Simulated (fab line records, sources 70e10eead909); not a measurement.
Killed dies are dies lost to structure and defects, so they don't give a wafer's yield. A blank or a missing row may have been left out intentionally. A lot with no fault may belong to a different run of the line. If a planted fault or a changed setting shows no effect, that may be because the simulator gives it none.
Comparing a struck lot with a sound one | flow nand-harc | 18 steps out of a route of 1302
Sound: these wafers, L943.1, L943.2, L943.5. Wafers struck: L954.3, L954.5, L954.6. The cause comes at the end.
At each step with rows: each side's tool, then ch and its chambers, then its first start. Under that, the readings that differ: sound wafers | struck wafers | difference of the means | sigmas: that difference in standard deviations of wafers without a fault.
alike: a reading whose means differ by less than 2 such deviations, as well as words and numbers matching on both sides. not compared: withheld readings; readings where some wafer has no value; bounds like >300 that might hide an equal value; numbers whose values overlap and for which the record gives no deviation.
The two part at a step that has a row with sigmas, a row that says differs or no value, or rows on one side only. When numbers do not overlap yet have no deviation, they are printed without sigmas and do not part them. A reading that every wafer of one side lacks parts them only if that side has two wafers or more.

first, 6 steps without rows for these wafers: NHARC_P_ZERO_WELL_COAT_46; NHARC_P_ZERO_WELL_SOFTBAKE_47 (time 95 s); NHARC_P_ZERO_WELL_EBR_48; NHARC_P_ZERO_WELL_EXPOSE_49 (exposes mask P HVPW, target cd 2000 nm); NHARC_P_ZERO_WELL_PEB_50 (peb time 85 s); NHARC_P_ZERO_WELL_DEVELOP_51 (time 70 s).
NHARC_P_ZERO_WELL_CD_MEAS_52: the cd target is 2000 nm.
  sound on cd-sem-01 ch 0, day 4 04:06; struck on cd-sem-03 ch 0, day 8 17:44
  alike: cd-nm
then, 1 step without rows for these wafers: NHARC_P_ZERO_WELL_HARDBAKE_53 (time 80 s).
NHARC_P_ZERO_WELL_DESCUM_54: chemistry O2, time 3 s.
  sound on rie-diel-07 ch 0,1,3, day 4 04:16; struck on rie-diel-07 ch 0,1,3, day 8 17:55
  alike: chamber-pressure-mTorr, drypump-motor-current-A, oes-product-au, rf-vpp-V, showerhead-plenum-p-Torr, throttle-valve-pct
  not compared: rf-hours-counter-h
then, 3 steps without rows for these wafers: NHARC_P_ZERO_WELL_IMPLANT_55; NHARC_P_ZERO_WELL_IMPLANT_61; NHARC_P_ZERO_WELL_STRIP_56 (strips in SPM, time 840 s).
NHARC_P_ZERO_WELL_PRECLEAN_68: cleans in SC1, time 60 s.
  sound on wet-bench-06 ch 3,5,7, day 4 04:52; struck on wet-bench-06 ch 1,3,4, day 8 18:31
  alike: sc1-h2o2-end-mol-l
next, for these wafers, 1 step has no rows: NHARC_P_ZERO_WELL_SRD_69.
NHARC_P_ZERO_WELL_RTA_42: time 300 s.
  sound on rtp-anneal-02 ch 0, day 4 05:15; struck on rtp-anneal-01 ch 0, day 8 19:07
  reading             | sound          | struck         | difference | sigmas
  lamp_zone_3_pct (%) | 37.7 37.7 37.7 | 36.0 35.9 36.1 | -1.7       | -2
  lamp_zone_6_pct (%) | 37.7 37.7 37.7 | 36.0 36.0 36.0 | -1.7       | -2
  alike: lamp-power-pct, wafer_temp_C_max
NHARC_P_ZERO_WELL_INSPECT_43:
  sound on defect-inspect-01 at day 4 05:55; struck on defect-inspect-01 at day 8 19:34
  reading          | sound  | struck         | difference | sigmas
  raw-defect-count | 5 14 4 | 1489 1550 1483 | +1500      | +99 or more
then, 1 step without rows for these wafers: NHARC_P_STI_ETCH_26 (etches SiO2 in dHF, target depth 11 nm).
-- record jumps: 22 days between struck wafers' starts before vs after; left off in module P_STI, resumes in module END, first step shown is number 1302 of the route --
NHARC_END_SORT_01:
  sound on prober-01 ch 0, day 26 07:51; struck on prober-02 ch 0, day 31 00:13
  reading             | sound     | struck      | difference | sigmas
  killed-at-array     | 93 75 92  | 47 41 50    | -41        | -2
  killed-at-periphery | 7 2 4     | 98 108 67   | +87        | +29
  killed-dies         | 101 77 99 | 147 151 119 | +47        | +2
  alike: killed-at-other, killed-open, killed-short

## WHERE THEY PART
Earliest at NHARC_P_ZERO_WELL_RTA_42; latest, in this record, at NHARC_END_SORT_01.

WHY: whatever the simulator had introduced
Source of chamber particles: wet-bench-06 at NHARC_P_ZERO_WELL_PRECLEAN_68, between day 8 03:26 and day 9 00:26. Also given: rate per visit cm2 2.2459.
